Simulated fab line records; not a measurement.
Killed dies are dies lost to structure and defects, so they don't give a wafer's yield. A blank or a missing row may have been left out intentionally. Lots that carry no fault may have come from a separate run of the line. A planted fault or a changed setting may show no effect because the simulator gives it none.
Which tool was responsible? :: flow n5-finfet :: 24 lots, 72 wafers sampled, at 6 steps of a route of 1938

WHAT EACH GAUGE READ, for each wafer
The record holds no reading of a measuring or inspecting step that can be judged against a usual standard deviation.

EACH LOT AND THE TOOL THAT RAN IT (in order: tool; ch and the chambers of the sampled wafers; start)
lot: L074
N5_BEOL_M3_SPUTTER_79: pvd-sputter-02, day 7 00:23
N5_BEOL_M3_ANNEAL_80: pvd-sputter-02, day 7 00:28
N5_BEOL_M3_SPUTTER_81: pvd-sputter-02, day 7 00:37
N5_BEOL_M3_ANNEAL_82: pvd-sputter-02, day 7 00:41
N5_BEOL_M3_SPUTTER_88: pvd-sputter-02, day 7 01:03
N5_BEOL_M3_PRE_CLEAN_60: cvd-co-02 ch 0,2, day 7 03:36

lot: L076
N5_BEOL_M3_SPUTTER_79: pvd-sputter-03, day 7 08:59
N5_BEOL_M3_ANNEAL_80: pvd-sputter-03, day 7 09:04
N5_BEOL_M3_SPUTTER_81: pvd-sputter-03, day 7 09:12
N5_BEOL_M3_ANNEAL_82: pvd-sputter-03, day 7 09:17
N5_BEOL_M3_SPUTTER_88: pvd-sputter-03, day 7 09:38
N5_BEOL_M3_PRE_CLEAN_60: cvd-co-02 ch 0,2, day 7 11:20

lot: L075
N5_BEOL_M3_SPUTTER_79: pvd-sputter-01, day 7 15:45
N5_BEOL_M3_ANNEAL_80: pvd-sputter-01, day 7 15:55
N5_BEOL_M3_SPUTTER_81: pvd-sputter-01, day 7 16:11
N5_BEOL_M3_ANNEAL_82: pvd-sputter-01, day 7 16:21
N5_BEOL_M3_SPUTTER_88: pvd-sputter-01, day 7 17:04
N5_BEOL_M3_PRE_CLEAN_60: cvd-co-02 ch 0,1,2, day 7 21:25

lot: L077
N5_BEOL_M3_SPUTTER_79: pvd-sputter-03, day 8 01:10
N5_BEOL_M3_ANNEAL_80: pvd-sputter-03, day 8 01:14
N5_BEOL_M3_SPUTTER_81: pvd-sputter-03, day 8 01:23
N5_BEOL_M3_ANNEAL_82: pvd-sputter-03, day 8 01:28
N5_BEOL_M3_SPUTTER_88: pvd-sputter-03, day 8 01:49
N5_BEOL_M3_PRE_CLEAN_60: cvd-co-02 ch 0,1,2, day 8 03:33

lot: L078
N5_BEOL_M3_SPUTTER_79: pvd-sputter-03, day 8 20:40
N5_BEOL_M3_ANNEAL_80: pvd-sputter-03, day 8 20:44
N5_BEOL_M3_SPUTTER_81: pvd-sputter-03, day 8 20:53
N5_BEOL_M3_ANNEAL_82: pvd-sputter-03, day 8 20:58
N5_BEOL_M3_SPUTTER_88: pvd-sputter-03, day 8 21:19
N5_BEOL_M3_PRE_CLEAN_60: cvd-co-01 ch 0,2, day 8 23:01

lot: L079
N5_BEOL_M3_SPUTTER_79: pvd-sputter-02, day 8 21:03
N5_BEOL_M3_ANNEAL_80: pvd-sputter-02, day 8 21:08
N5_BEOL_M3_SPUTTER_81: pvd-sputter-02, day 8 21:16
N5_BEOL_M3_ANNEAL_82: pvd-sputter-02, day 8 21:21
N5_BEOL_M3_SPUTTER_88: pvd-sputter-02, day 8 21:43
N5_BEOL_M3_PRE_CLEAN_60: cvd-co-02 ch 0,1,2, day 8 23:25

lot: L080
N5_BEOL_M3_SPUTTER_79: pvd-sputter-02, day 9 03:21
N5_BEOL_M3_ANNEAL_80: pvd-sputter-02, day 9 03:26
N5_BEOL_M3_SPUTTER_81: pvd-sputter-02, day 9 03:34
N5_BEOL_M3_ANNEAL_82: pvd-sputter-02, day 9 03:39
N5_BEOL_M3_SPUTTER_88: pvd-sputter-02, day 9 04:01
N5_BEOL_M3_PRE_CLEAN_60: cvd-co-02 ch 0,1,2, day 9 05:43

lot: L083
N5_BEOL_M3_SPUTTER_79: pvd-sputter-01, day 9 13:46
N5_BEOL_M3_ANNEAL_80: pvd-sputter-01, day 9 13:56
N5_BEOL_M3_SPUTTER_81: pvd-sputter-01, day 9 14:13
N5_BEOL_M3_ANNEAL_82: pvd-sputter-01, day 9 14:22
N5_BEOL_M3_SPUTTER_88: pvd-sputter-01, day 9 15:05
N5_BEOL_M3_PRE_CLEAN_60: cvd-co-02 ch 1,2, day 9 17:46

lot: L081
N5_BEOL_M3_SPUTTER_79: pvd-sputter-02, day 9 20:27
N5_BEOL_M3_ANNEAL_80: pvd-sputter-02, day 9 20:32
N5_BEOL_M3_SPUTTER_81: pvd-sputter-02, day 9 20:40
N5_BEOL_M3_ANNEAL_82: pvd-sputter-02, day 9 20:45
N5_BEOL_M3_SPUTTER_88: pvd-sputter-02, day 9 21:07
N5_BEOL_M3_PRE_CLEAN_60: cvd-co-02 ch 0,1, day 9 22:50

lot: L082
N5_BEOL_M3_SPUTTER_79: pvd-sputter-02, day 9 22:17
N5_BEOL_M3_ANNEAL_80: pvd-sputter-02, day 9 22:22
N5_BEOL_M3_SPUTTER_81: pvd-sputter-02, day 9 22:31
N5_BEOL_M3_ANNEAL_82: pvd-sputter-02, day 9 22:35
N5_BEOL_M3_SPUTTER_88: pvd-sputter-02, day 9 22:57
N5_BEOL_M3_PRE_CLEAN_60: cvd-co-02 ch 0,1,2, day 10 00:40

lot: L084
N5_BEOL_M3_SPUTTER_79: pvd-sputter-02, day 10 09:10
N5_BEOL_M3_ANNEAL_80: pvd-sputter-02, day 10 09:15
N5_BEOL_M3_SPUTTER_81: pvd-sputter-02, day 10 09:23
N5_BEOL_M3_ANNEAL_82: pvd-sputter-02, day 10 09:28
N5_BEOL_M3_SPUTTER_88: pvd-sputter-02, day 10 09:50
N5_BEOL_M3_PRE_CLEAN_60: cvd-co-01 ch 0,2, day 10 11:32

lot: L085
N5_BEOL_M3_SPUTTER_79: pvd-sputter-03, day 10 11:31
N5_BEOL_M3_ANNEAL_80: pvd-sputter-03, day 10 11:35
N5_BEOL_M3_SPUTTER_81: pvd-sputter-03, day 10 11:44
N5_BEOL_M3_ANNEAL_82: pvd-sputter-03, day 10 11:49
N5_BEOL_M3_SPUTTER_88: pvd-sputter-03, day 10 12:10
N5_BEOL_M3_PRE_CLEAN_60: cvd-co-02 ch 0,1,2, day 10 13:55

lot: L086
N5_BEOL_M3_SPUTTER_79: pvd-sputter-03, day 10 21:10
N5_BEOL_M3_ANNEAL_80: pvd-sputter-03, day 10 21:15
N5_BEOL_M3_SPUTTER_81: pvd-sputter-03, day 10 21:23
N5_BEOL_M3_ANNEAL_82: pvd-sputter-03, day 10 21:28
N5_BEOL_M3_SPUTTER_88: pvd-sputter-03, day 10 21:50
N5_BEOL_M3_PRE_CLEAN_60: cvd-co-02 ch 0,1,2, day 10 23:40

lot: L089
N5_BEOL_M3_SPUTTER_79: pvd-sputter-03, day 11 07:29
N5_BEOL_M3_ANNEAL_80: pvd-sputter-03, day 11 07:34
N5_BEOL_M3_SPUTTER_81: pvd-sputter-03, day 11 07:42
N5_BEOL_M3_ANNEAL_82: pvd-sputter-03, day 11 07:47
N5_BEOL_M3_SPUTTER_88: pvd-sputter-03, day 11 08:08
N5_BEOL_M3_PRE_CLEAN_60: cvd-co-02 ch 0,1, day 11 10:20

lot: L087
N5_BEOL_M3_SPUTTER_79: pvd-sputter-02, day 11 09:19
N5_BEOL_M3_ANNEAL_80: pvd-sputter-02, day 11 09:24
N5_BEOL_M3_SPUTTER_81: pvd-sputter-02, day 11 09:32
N5_BEOL_M3_ANNEAL_82: pvd-sputter-02, day 11 09:37
N5_BEOL_M3_SPUTTER_88: pvd-sputter-02, day 11 09:59
N5_BEOL_M3_PRE_CLEAN_60: cvd-co-02 ch 0,1,2, day 11 11:59

lot: L088
N5_BEOL_M3_SPUTTER_79: pvd-sputter-03, day 11 15:25
N5_BEOL_M3_ANNEAL_80: pvd-sputter-03, day 11 15:29
N5_BEOL_M3_SPUTTER_81: pvd-sputter-03, day 11 15:38
N5_BEOL_M3_ANNEAL_82: pvd-sputter-03, day 11 15:43
N5_BEOL_M3_SPUTTER_88: pvd-sputter-03, day 11 16:04
N5_BEOL_M3_PRE_CLEAN_60: cvd-co-01 ch 0,1,2, day 11 18:15

lot: L090
N5_BEOL_M3_SPUTTER_79: pvd-sputter-02, day 11 19:10
N5_BEOL_M3_ANNEAL_80: pvd-sputter-02, day 11 19:14
N5_BEOL_M3_SPUTTER_81: pvd-sputter-02, day 11 19:23
N5_BEOL_M3_ANNEAL_82: pvd-sputter-02, day 11 19:28
N5_BEOL_M3_SPUTTER_88: pvd-sputter-02, day 11 19:49
N5_BEOL_M3_PRE_CLEAN_60: cvd-co-02 ch 0,2, day 11 21:32

lot: L092
N5_BEOL_M3_SPUTTER_79: pvd-sputter-01, day 11 22:20
N5_BEOL_M3_ANNEAL_80: pvd-sputter-01, day 11 22:25
N5_BEOL_M3_SPUTTER_81: pvd-sputter-01, day 11 22:34
N5_BEOL_M3_ANNEAL_82: pvd-sputter-01, day 11 22:38
N5_BEOL_M3_SPUTTER_88: pvd-sputter-01, day 11 23:00
N5_BEOL_M3_PRE_CLEAN_60: cvd-co-01 ch 0,1,2, day 12 00:42

lot: L091
N5_BEOL_M3_SPUTTER_79: pvd-sputter-03, day 11 22:40
N5_BEOL_M3_ANNEAL_80: pvd-sputter-03, day 11 22:44
N5_BEOL_M3_SPUTTER_81: pvd-sputter-03, day 11 22:53
N5_BEOL_M3_ANNEAL_82: pvd-sputter-03, day 11 22:58
N5_BEOL_M3_SPUTTER_88: pvd-sputter-03, day 11 23:19
N5_BEOL_M3_PRE_CLEAN_60: cvd-co-02 ch 1,2, day 12 01:09

lot: L093
N5_BEOL_M3_SPUTTER_79: pvd-sputter-03, day 12 05:07
N5_BEOL_M3_ANNEAL_80: pvd-sputter-03, day 12 05:12
N5_BEOL_M3_SPUTTER_81: pvd-sputter-03, day 12 05:20
N5_BEOL_M3_ANNEAL_82: pvd-sputter-03, day 12 05:25
N5_BEOL_M3_SPUTTER_88: pvd-sputter-03, day 12 05:47
N5_BEOL_M3_PRE_CLEAN_60: cvd-co-01 ch 0,1, day 12 07:29

lot: L094
N5_BEOL_M3_SPUTTER_79: pvd-sputter-02, day 12 14:19
N5_BEOL_M3_ANNEAL_80: pvd-sputter-02, day 12 14:23
N5_BEOL_M3_SPUTTER_81: pvd-sputter-02, day 12 14:32
N5_BEOL_M3_ANNEAL_82: pvd-sputter-02, day 12 14:37
N5_BEOL_M3_SPUTTER_88: pvd-sputter-02, day 12 14:58
N5_BEOL_M3_PRE_CLEAN_60: cvd-co-01 ch 0,1,2, day 12 16:40

lot: L095
N5_BEOL_M3_SPUTTER_79: pvd-sputter-03, day 12 22:41
N5_BEOL_M3_ANNEAL_80: pvd-sputter-03, day 12 22:46
N5_BEOL_M3_SPUTTER_81: pvd-sputter-03, day 12 22:55
N5_BEOL_M3_ANNEAL_82: pvd-sputter-03, day 12 22:59
N5_BEOL_M3_SPUTTER_88: pvd-sputter-03, day 12 23:21
N5_BEOL_M3_PRE_CLEAN_60: cvd-co-02 ch 0,1,2, day 13 01:03

lot: L097
N5_BEOL_M3_SPUTTER_79: pvd-sputter-01, day 13 16:42
N5_BEOL_M3_ANNEAL_80: pvd-sputter-01, day 13 16:47
N5_BEOL_M3_SPUTTER_81: pvd-sputter-01, day 13 16:55
N5_BEOL_M3_ANNEAL_82: pvd-sputter-01, day 13 17:00
N5_BEOL_M3_SPUTTER_88: pvd-sputter-01, day 13 17:22
N5_BEOL_M3_PRE_CLEAN_60: cvd-co-01 ch 0,1, day 13 19:04

lot: L096
N5_BEOL_M3_SPUTTER_79: pvd-sputter-03, day 13 20:46
N5_BEOL_M3_ANNEAL_80: pvd-sputter-03, day 13 20:51
N5_BEOL_M3_SPUTTER_81: pvd-sputter-03, day 13 20:59
N5_BEOL_M3_ANNEAL_82: pvd-sputter-03, day 13 21:04
N5_BEOL_M3_SPUTTER_88: pvd-sputter-03, day 13 21:26
N5_BEOL_M3_PRE_CLEAN_60: cvd-co-01 ch 0,1,2, day 13 23:10
- N5_BEOL_M3_SPUTTER_79: material Cu, target thk 4.5 nm, time 8.29 s.
- N5_BEOL_M3_ANNEAL_80: time 240 s.
- N5_BEOL_M3_SPUTTER_81: material Cu, target thk 4.5 nm, time 8.29 s.
- N5_BEOL_M3_ANNEAL_82: time 240 s.
- N5_BEOL_M3_SPUTTER_88: material Cu, target thk 4.5 nm, time 8.29 s.
- N5_BEOL_M3_PRE_CLEAN_60: time 15 s.

WHAT THE TOOLS THEMSELVES READ (means of the sampled wafers that have a number; where no wafer has one, the mark that the record gives instead)
N5_BEOL_M3_SPUTTER_79.
lot: L074
tool: pvd-sputter-02
susceptor-temp-C (C): -20.04
throttle-valve-pct (%): 31.2

lot: L076
tool: pvd-sputter-03
susceptor-temp-C (C): -19.92
throttle-valve-pct (%): 29.5

lot: L075
tool: pvd-sputter-01
susceptor-temp-C (C): -20.02
throttle-valve-pct (%): 30.3

lot: L077
tool: pvd-sputter-03
susceptor-temp-C (C): -19.93
throttle-valve-pct (%): 29.7

lot: L078
tool: pvd-sputter-03
susceptor-temp-C (C): -20.01
throttle-valve-pct (%): 29.4

lot: L079
tool: pvd-sputter-02
susceptor-temp-C (C): -20.03
throttle-valve-pct (%): 30.9

lot: L080
tool: pvd-sputter-02
susceptor-temp-C (C): -20.07
throttle-valve-pct (%): 31.6

lot: L083
tool: pvd-sputter-01
susceptor-temp-C (C): -19.97
throttle-valve-pct (%): 31.1

lot: L081
tool: pvd-sputter-02
susceptor-temp-C (C): -19.95
throttle-valve-pct (%): 31.4

lot: L082
tool: pvd-sputter-02
susceptor-temp-C (C): -19.85
throttle-valve-pct (%): 31.5

lot: L084
tool: pvd-sputter-02
susceptor-temp-C (C): -20.01
throttle-valve-pct (%): 30.7

lot: L085
tool: pvd-sputter-03
susceptor-temp-C (C): -20.00
throttle-valve-pct (%): 30.7

lot: L086
tool: pvd-sputter-03
susceptor-temp-C (C): -20.01
throttle-valve-pct (%): 29.7

lot: L089
tool: pvd-sputter-03
susceptor-temp-C (C): -20.03
throttle-valve-pct (%): 29.5

lot: L087
tool: pvd-sputter-02
susceptor-temp-C (C): -20.03
throttle-valve-pct (%): 30.4

lot: L088
tool: pvd-sputter-03
susceptor-temp-C (C): -19.96
throttle-valve-pct (%): 30.8

lot: L090
tool: pvd-sputter-02
susceptor-temp-C (C): -19.93
throttle-valve-pct (%): 30.7

lot: L092
tool: pvd-sputter-01
susceptor-temp-C (C): -20.08
throttle-valve-pct (%): 30.1

lot: L091
tool: pvd-sputter-03
susceptor-temp-C (C): -19.85
throttle-valve-pct (%): 30.6

lot: L093
tool: pvd-sputter-03
susceptor-temp-C (C): -19.93
throttle-valve-pct (%): 31.7

lot: L094
tool: pvd-sputter-02
susceptor-temp-C (C): -20.16
throttle-valve-pct (%): 30.8

lot: L095
tool: pvd-sputter-03
susceptor-temp-C (C): -19.96
throttle-valve-pct (%): 30.3

lot: L097
tool: pvd-sputter-01
susceptor-temp-C (C): -20.00
throttle-valve-pct (%): 30.9

lot: L096
tool: pvd-sputter-03
susceptor-temp-C (C): -19.79
throttle-valve-pct (%): 29.5

N5_BEOL_M3_ANNEAL_80.
lot: L074
tool: pvd-sputter-02
heater-power-w (W): 867
susceptor-temp-C (C): 400.04

lot: L076
tool: pvd-sputter-03
heater-power-w (W): 871
susceptor-temp-C (C): 400.06

lot: L075
tool: pvd-sputter-01
heater-power-w (W): 761
susceptor-temp-C (C): 399.84

lot: L077
tool: pvd-sputter-03
heater-power-w (W): 833
susceptor-temp-C (C): 400.13

lot: L078
tool: pvd-sputter-03
heater-power-w (W): 864
susceptor-temp-C (C): 400.19

lot: L079
tool: pvd-sputter-02
heater-power-w (W): 862
susceptor-temp-C (C): 400.15

lot: L080
tool: pvd-sputter-02
heater-power-w (W): 874
susceptor-temp-C (C): 400.01

lot: L083
tool: pvd-sputter-01
heater-power-w (W): 854
susceptor-temp-C (C): 400.20

lot: L081
tool: pvd-sputter-02
heater-power-w (W): 879
susceptor-temp-C (C): 399.93

lot: L082
tool: pvd-sputter-02
heater-power-w (W): 867
susceptor-temp-C (C): 400.04

lot: L084
tool: pvd-sputter-02
heater-power-w (W): 781
susceptor-temp-C (C): 400.00

lot: L085
tool: pvd-sputter-03
heater-power-w (W): 830
susceptor-temp-C (C): 400.09

lot: L086
tool: pvd-sputter-03
heater-power-w (W): 825
susceptor-temp-C (C): 399.88

lot: L089
tool: pvd-sputter-03
heater-power-w (W): 855
susceptor-temp-C (C): 400.13

lot: L087
tool: pvd-sputter-02
heater-power-w (W): 778
susceptor-temp-C (C): 400.06

lot: L088
tool: pvd-sputter-03
heater-power-w (W): 823
susceptor-temp-C (C): 399.89

lot: L090
tool: pvd-sputter-02
heater-power-w (W): 782
susceptor-temp-C (C): 399.82

lot: L092
tool: pvd-sputter-01
heater-power-w (W): 846
susceptor-temp-C (C): 400.25

lot: L091
tool: pvd-sputter-03
heater-power-w (W): 817
susceptor-temp-C (C): 400.04

lot: L093
tool: pvd-sputter-03
heater-power-w (W): 790
susceptor-temp-C (C): 399.83

lot: L094
tool: pvd-sputter-02
heater-power-w (W): 781
susceptor-temp-C (C): 399.88

lot: L095
tool: pvd-sputter-03
heater-power-w (W): 838
susceptor-temp-C (C): 399.93

lot: L097
tool: pvd-sputter-01
heater-power-w (W): 780
susceptor-temp-C (C): 400.14

lot: L096
tool: pvd-sputter-03
heater-power-w (W): 862
susceptor-temp-C (C): 399.96

N5_BEOL_M3_SPUTTER_81.
lot: L074
tool: pvd-sputter-02
susceptor-temp-C (C): -20.06
throttle-valve-pct (%): 31.0

lot: L076
tool: pvd-sputter-03
susceptor-temp-C (C): -20.03
throttle-valve-pct (%): 29.6

lot: L075
tool: pvd-sputter-01
susceptor-temp-C (C): -19.96
throttle-valve-pct (%): 30.3

lot: L077
tool: pvd-sputter-03
susceptor-temp-C (C): -20.05
throttle-valve-pct (%): 29.4

lot: L078
tool: pvd-sputter-03
susceptor-temp-C (C): -20.00
throttle-valve-pct (%): 29.6

lot: L079
tool: pvd-sputter-02
susceptor-temp-C (C): -20.01
throttle-valve-pct (%): 31.1

lot: L080
tool: pvd-sputter-02
susceptor-temp-C (C): -20.06
throttle-valve-pct (%): 31.4

lot: L083
tool: pvd-sputter-01
susceptor-temp-C (C): -19.86
throttle-valve-pct (%): 31.0

lot: L081
tool: pvd-sputter-02
susceptor-temp-C (C): -19.87
throttle-valve-pct (%): 31.6

lot: L082
tool: pvd-sputter-02
susceptor-temp-C (C): -20.02
throttle-valve-pct (%): 31.3

lot: L084
tool: pvd-sputter-02
susceptor-temp-C (C): -20.01
throttle-valve-pct (%): 30.7

lot: L085
tool: pvd-sputter-03
susceptor-temp-C (C): -20.05
throttle-valve-pct (%): 30.5

lot: L086
tool: pvd-sputter-03
susceptor-temp-C (C): -19.97
throttle-valve-pct (%): 29.6

lot: L089
tool: pvd-sputter-03
susceptor-temp-C (C): -20.00
throttle-valve-pct (%): 29.4

lot: L087
tool: pvd-sputter-02
susceptor-temp-C (C): -19.99
throttle-valve-pct (%): 30.4

lot: L088
tool: pvd-sputter-03
susceptor-temp-C (C): -20.03
throttle-valve-pct (%): 30.7

lot: L090
tool: pvd-sputter-02
susceptor-temp-C (C): -19.98
throttle-valve-pct (%): 30.7

lot: L092
tool: pvd-sputter-01
susceptor-temp-C (C): -20.01
throttle-valve-pct (%): 30.1

lot: L091
tool: pvd-sputter-03
susceptor-temp-C (C): -19.96
throttle-valve-pct (%): 30.6

lot: L093
tool: pvd-sputter-03
susceptor-temp-C (C): -20.10
throttle-valve-pct (%): 31.6

lot: L094
tool: pvd-sputter-02
susceptor-temp-C (C): -19.98
throttle-valve-pct (%): 30.8

lot: L095
tool: pvd-sputter-03
susceptor-temp-C (C): -20.03
throttle-valve-pct (%): 30.5

lot: L097
tool: pvd-sputter-01
susceptor-temp-C (C): -20.09
throttle-valve-pct (%): 31.1

lot: L096
tool: pvd-sputter-03
susceptor-temp-C (C): -20.08
throttle-valve-pct (%): 29.4

N5_BEOL_M3_ANNEAL_82.
lot: L074
tool: pvd-sputter-02
heater-power-w (W): 851
susceptor-temp-C (C): 400.15

lot: L076
tool: pvd-sputter-03
heater-power-w (W): 866
susceptor-temp-C (C): 399.79

lot: L075
tool: pvd-sputter-01
heater-power-w (W): 774
susceptor-temp-C (C): 399.70

lot: L077
tool: pvd-sputter-03
heater-power-w (W): 830
susceptor-temp-C (C): 399.92

lot: L078
tool: pvd-sputter-03
heater-power-w (W): 850
susceptor-temp-C (C): 399.92

lot: L079
tool: pvd-sputter-02
heater-power-w (W): 852
susceptor-temp-C (C): 399.93

lot: L080
tool: pvd-sputter-02
heater-power-w (W): 849
susceptor-temp-C (C): 399.94

lot: L083
tool: pvd-sputter-01
heater-power-w (W): 834
susceptor-temp-C (C): 399.79

lot: L081
tool: pvd-sputter-02
heater-power-w (W): 867
susceptor-temp-C (C): 399.64

lot: L082
tool: pvd-sputter-02
heater-power-w (W): 867
susceptor-temp-C (C): 399.97

lot: L084
tool: pvd-sputter-02
heater-power-w (W): 769
susceptor-temp-C (C): 399.96

lot: L085
tool: pvd-sputter-03
heater-power-w (W): 829
susceptor-temp-C (C): 399.98

lot: L086
tool: pvd-sputter-03
heater-power-w (W): 824
susceptor-temp-C (C): 400.07

lot: L089
tool: pvd-sputter-03
heater-power-w (W): 867
susceptor-temp-C (C): 399.76

lot: L087
tool: pvd-sputter-02
heater-power-w (W): 763
susceptor-temp-C (C): 399.98

lot: L088
tool: pvd-sputter-03
heater-power-w (W): 821
susceptor-temp-C (C): 399.97

lot: L090
tool: pvd-sputter-02
heater-power-w (W): 772
susceptor-temp-C (C): 399.86

lot: L092
tool: pvd-sputter-01
heater-power-w (W): 832
susceptor-temp-C (C): 399.80

lot: L091
tool: pvd-sputter-03
heater-power-w (W): 818
susceptor-temp-C (C): 399.90

lot: L093
tool: pvd-sputter-03
heater-power-w (W): 802
susceptor-temp-C (C): 400.02

lot: L094
tool: pvd-sputter-02
heater-power-w (W): 783
susceptor-temp-C (C): 400.01

lot: L095
tool: pvd-sputter-03
heater-power-w (W): 839
susceptor-temp-C (C): 399.99

lot: L097
tool: pvd-sputter-01
heater-power-w (W): 776
susceptor-temp-C (C): 399.97

lot: L096
tool: pvd-sputter-03
heater-power-w (W): 863
susceptor-temp-C (C): 400.11

N5_BEOL_M3_SPUTTER_88.
lot: L074
tool: pvd-sputter-02
susceptor-temp-C (C): -20.01
throttle-valve-pct (%): 31.0

lot: L076
tool: pvd-sputter-03
susceptor-temp-C (C): -20.07
throttle-valve-pct (%): 29.6

lot: L075
tool: pvd-sputter-01
susceptor-temp-C (C): -20.00
throttle-valve-pct (%): 30.3

lot: L077
tool: pvd-sputter-03
susceptor-temp-C (C): -20.04
throttle-valve-pct (%): 29.8

lot: L078
tool: pvd-sputter-03
susceptor-temp-C (C): -19.97
throttle-valve-pct (%): 29.5

lot: L079
tool: pvd-sputter-02
susceptor-temp-C (C): -20.13
throttle-valve-pct (%): 31.0

lot: L080
tool: pvd-sputter-02
susceptor-temp-C (C): -19.96
throttle-valve-pct (%): 31.7

lot: L083
tool: pvd-sputter-01
susceptor-temp-C (C): -20.06
throttle-valve-pct (%): 31.1

lot: L081
tool: pvd-sputter-02
susceptor-temp-C (C): -19.93
throttle-valve-pct (%): 31.6

lot: L082
tool: pvd-sputter-02
susceptor-temp-C (C): -20.12
throttle-valve-pct (%): 31.5

lot: L084
tool: pvd-sputter-02
susceptor-temp-C (C): -20.03
throttle-valve-pct (%): 30.7

lot: L085
tool: pvd-sputter-03
susceptor-temp-C (C): -19.91
throttle-valve-pct (%): 30.7

lot: L086
tool: pvd-sputter-03
susceptor-temp-C (C): -19.97
throttle-valve-pct (%): 29.6

lot: L089
tool: pvd-sputter-03
susceptor-temp-C (C): -19.94
throttle-valve-pct (%): 29.5

lot: L087
tool: pvd-sputter-02
susceptor-temp-C (C): -20.01
throttle-valve-pct (%): 30.4

lot: L088
tool: pvd-sputter-03
susceptor-temp-C (C): -19.98
throttle-valve-pct (%): 30.7

lot: L090
tool: pvd-sputter-02
susceptor-temp-C (C): -19.98
throttle-valve-pct (%): 30.8

lot: L092
tool: pvd-sputter-01
susceptor-temp-C (C): -20.06
throttle-valve-pct (%): 30.1

lot: L091
tool: pvd-sputter-03
susceptor-temp-C (C): -20.03
throttle-valve-pct (%): 30.7

lot: L093
tool: pvd-sputter-03
susceptor-temp-C (C): -20.10
throttle-valve-pct (%): 31.6

lot: L094
tool: pvd-sputter-02
susceptor-temp-C (C): -20.02
throttle-valve-pct (%): 30.8

lot: L095
tool: pvd-sputter-03
susceptor-temp-C (C): -19.98
throttle-valve-pct (%): 30.5

lot: L097
tool: pvd-sputter-01
susceptor-temp-C (C): -20.10
throttle-valve-pct (%): 31.1

lot: L096
tool: pvd-sputter-03
susceptor-temp-C (C): -19.98
throttle-valve-pct (%): 29.2

N5_BEOL_M3_PRE_CLEAN_60.
lot: L074
tool: cvd-co-02
heater-power-outer-w (W): 20
heater-power-w (W): 91

lot: L076
tool: cvd-co-02
heater-power-outer-w (W): 20
heater-power-w (W): 91

lot: L075
tool: cvd-co-02
heater-power-outer-w (W): 17
heater-power-w (W): 86

lot: L077
tool: cvd-co-02
heater-power-outer-w (W): 18
heater-power-w (W): 83

lot: L078
tool: cvd-co-01
heater-power-outer-w (W): 24
heater-power-w (W): 91

lot: L079
tool: cvd-co-02
heater-power-outer-w (W): 17
heater-power-w (W): 84

lot: L080
tool: cvd-co-02
heater-power-outer-w (W): 18
heater-power-w (W): 84

lot: L083
tool: cvd-co-02
heater-power-outer-w (W): 15
heater-power-w (W): 77

lot: L081
tool: cvd-co-02
heater-power-outer-w (W): 14
heater-power-w (W): 78

lot: L082
tool: cvd-co-02
heater-power-outer-w (W): 18
heater-power-w (W): 83

lot: L084
tool: cvd-co-01
heater-power-outer-w (W): 34
heater-power-w (W): 105

lot: L085
tool: cvd-co-02
heater-power-outer-w (W): 18
heater-power-w (W): 84

lot: L086
tool: cvd-co-02
heater-power-outer-w (W): 18
heater-power-w (W): 83

lot: L089
tool: cvd-co-02
heater-power-outer-w (W): 14
heater-power-w (W): 79

lot: L087
tool: cvd-co-02
heater-power-outer-w (W): 18
heater-power-w (W): 85

lot: L088
tool: cvd-co-01
heater-power-outer-w (W): 20
heater-power-w (W): 90

lot: L090
tool: cvd-co-02
heater-power-outer-w (W): 21
heater-power-w (W): 92

lot: L092
tool: cvd-co-01
heater-power-outer-w (W): 20
heater-power-w (W): 91

lot: L091
tool: cvd-co-02
heater-power-outer-w (W): 18
heater-power-w (W): 84

lot: L093
tool: cvd-co-01
heater-power-outer-w (W): 30
heater-power-w (W): 104

lot: L094
tool: cvd-co-01
heater-power-outer-w (W): 20
heater-power-w (W): 90

lot: L095
tool: cvd-co-02
heater-power-outer-w (W): 18
heater-power-w (W): 84

lot: L097
tool: cvd-co-01
heater-power-outer-w (W): 30
heater-power-w (W): 105

lot: L096
tool: cvd-co-01
heater-power-outer-w (W): 21
heater-power-w (W): 91

THE ANSWER, worked out from the rows above alone
Rule: usual is defined by the lots themselves. The widest of any qualifying gaps counts: lots, ordered by their means at a reading, are off when they make up no more than a third of the lots, leave a main group of 4 or more, and stand apart from it by 3 or more times the standard deviation of that group's means. The tables above print the reading to a certain number of digits; a main group whose means all agree to those digits is not used. Also off: a lot with no number at a reading for which 4 or more lots have one. The other lots that the step has rows for count as sound. First the gauges in route order, then the tools' own readings, where a lot's mean is used as printed above. The first step at which some lot is off is used, and at that step the reading that is off furthest; a lot without a number counts as furthest.
None of the lots is off at any reading shown; this tells nothing.

WHAT HAD BEEN PUT IN BY THE SIMULATOR
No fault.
